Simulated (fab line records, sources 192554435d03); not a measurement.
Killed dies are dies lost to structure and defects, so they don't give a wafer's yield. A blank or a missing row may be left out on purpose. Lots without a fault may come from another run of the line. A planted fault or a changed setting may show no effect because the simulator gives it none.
One fault seen from 3 desks | flow n5_finfet | each desk has only its own numbers; what lay behind them comes last

THE TOOL OWNER'S DESK: litho_track-01
The tool's own readings at N5_FIN_CUT_COAT_29 (time 60 s, resist thk 10 nm): means of the sampled wafers that have a number, for each lot that ran on this tool. A lot is out of limits, marked OUT, if its mean lies more than 4 standard deviations from the usual mean; the brackets give that distance.
Columns: A = spin_speed_rpm at N5_FIN_CUT_COAT_29, usual 1500.2 rpm
lot  | first seen here | A
L251 | day 3 01:49     | 1835.6 (+99 or more) OUT
L252 | day 3 08:29     | 1833.5 (+99 or more) OUT
L267 | day 7 03:37     | 1500.1
L268 | day 7 09:36     | 1500.3
L269 | day 7 14:42     | 1501.1
L270 | day 8 01:50     | 1500.0
This desk's finding: out of limits on L251, L252; first on L251, day 3 01:49 (spin_speed_rpm at N5_FIN_CUT_COAT_29). In limits: L267, L268, L269, L270.

THE METROLOGY DESK
What the gauges read, lot by lot, whatever tool the lot ran on: means of the sampled wafers that have a number. A lot is out of limits, marked OUT, if its mean lies more than 4 standard deviations from the usual mean; the brackets give that distance. Of its 11 readings 7 are shown: those that lie furthest out on some lot.
Columns: A = cd_nm at N5_FIN_CUT_CD_MEAS_08, usual 29.09 nm; B = DIBL_N at N5_BEOL_M4_RC_MEAS_101, usual 36.3 mV/V; C = IOFF_N at N5_BEOL_M4_RC_MEAS_101, usual 0.16 nA/um; D = ION_N at N5_BEOL_M4_RC_MEAS_101, usual 675 uA/um; E = ION_P at N5_BEOL_M4_RC_MEAS_101, usual 464 uA/um; F = SS_N at N5_BEOL_M4_RC_MEAS_101, usual 71.5 mV/dec; G = VT_N at N5_BEOL_M4_RC_MEAS_101, usual 250 mV
lot  | first seen here | A     | B    | C    | D   | E   | F    | G
L251 | day 3 02:13     | 28.90 | 35.6 | 0.14 | 662 | 455 | 71.4 | 253
L252 | day 3 08:53     | 29.44 | 34.0 | 0.14 | 673 | 473 | 71.2 | 249
L256 | day 4 08:55     | 28.99 | 33.8 | 0.14 | 656 | 449 | 71.4 | 253
L261 | day 5 15:39     | 29.23 | 37.1 | 0.16 | 681 | 465 | 72.3 | 250
L265 | day 6 14:31     | 29.27 | 39.3 | 0.20 | 697 | 471 | 72.1 | 246
L267 | day 7 03:53     | 28.86 | 36.0 | 0.16 | 686 | 462 | 71.5 | 247
L268 | day 7 09:59     | 28.87 | 37.3 | 0.15 | 669 | 459 | 71.9 | 250
L269 | day 7 14:58     | 29.15 | 35.5 | 0.14 | 675 | 466 | 72.0 | 252
L270 | day 8 02:13     | 29.25 | 36.5 | 0.15 | 667 | 458 | 71.1 | 251
This desk's finding: nothing out of limits on any of the 9 lots.

THE DEFECT DESK
What the inspections along the route counted, lot by lot: means of the sampled wafers that have a number. A lot is out of limits, marked OUT, if its mean lies more than 4 standard deviations from the usual mean; the brackets give that distance.
Columns: A = raw_defect_count at N5_FIN_SAQP_INSPECT_40, usual 230
lot  | first seen here | A
L251 | day 3 01:47     | 215
L252 | day 3 08:28     | 210
L256 | day 4 08:28     | 267
L261 | day 5 15:14     | 185
L265 | day 6 14:13     | 253
L267 | day 7 03:35     | 246
L268 | day 7 09:34     | 211
L269 | day 7 14:40     | 179
L270 | day 8 01:47     | 143
This desk's finding: nothing out of limits on any of the 9 lots.

PUT TOGETHER
The tool owner's desk could have raised an alarm at day 3 01:49, on L251, L252.
The metrology desk saw nothing out of limits.
The defect desk saw nothing out of limits.
The metrology desk has L251, L252 on record, within its limits.
The defect desk has L251, L252 on record, within its limits.
Of the lots named, all ran N5_FIN_CUT_COAT_29 on litho_track-01.

WHAT THE SIMULATOR HAD PUT IN
Process parameter drift: litho_track-01, from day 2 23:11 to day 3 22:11, at N5_FIN_CUT_COAT_29. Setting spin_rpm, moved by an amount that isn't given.
Lots struck among those shown: L251, L252.
Hours from the fault's start to each desk's first reading out of limits: the tool owner's desk, 3.
